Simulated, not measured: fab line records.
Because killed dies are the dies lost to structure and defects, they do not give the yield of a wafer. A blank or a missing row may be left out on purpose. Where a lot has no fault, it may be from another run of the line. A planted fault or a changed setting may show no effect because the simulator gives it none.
Chamber matching	flow n5-finfet	N5_BEOL_M14_ETCH_67 on rie-diel-04 has 4 sister chambers
The step etches SiARC in CF4, target depth 143 nm, time 238.3 s. 7 wafers are shown with their chamber, then 7 later ones without.

== WAFERS, EACH WITH ITS CHAMBER ==
wafer	chamber	drypump-motor-current-A (A)	throttle-valve-pct (%)
L075.3	3	6.5	15.71
L082.2	1	5.4	15.44
L093.1	2	5.7	15.44
L093.2	1	5.3	15.49
L093.3	0	5.2	15.17
L093.4	0	5.2	15.19
L093.5	2	5.8	15.45

== WAFERS MISSING THEIR CHAMBER ==
wafer	drypump-motor-current-A (A)	throttle-valve-pct (%)
L093.6	5.4	15.50
L095.1	6.5	15.25
L095.3	5.2	15.22
L095.6	5.7	15.48
L094.3	6.5	15.26
L094.5	5.8	15.51
L094.6	6.5	15.26

== EACH ONE'S CHAMBER ==
wafer	from the rows above	in truth
L093.6	1	1
L095.1	2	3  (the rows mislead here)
L095.3	0	0
L095.6	2	2
L094.3	2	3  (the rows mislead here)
L094.5	2	2
L094.6	2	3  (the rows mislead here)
4 of 7 placed correctly. From these rows, 0 cannot be placed. Wrongly placed: 3.
How it was worked out, from the rows above alone: a wafer's distance from a chamber is the root of the sum, over the readings, of the square of ((its reading less the chamber's mean) divided by the reading's scatter). If the next closest chamber is less than 2 further off than the closest, the wafer can't be placed; otherwise it belongs to the closest. A chamber's mean is the mean of its shown wafers. The scatter: take each reading less its chamber's mean, square it, sum over the shown wafers, divide by the number of wafers less the number of chambers, and take the root.
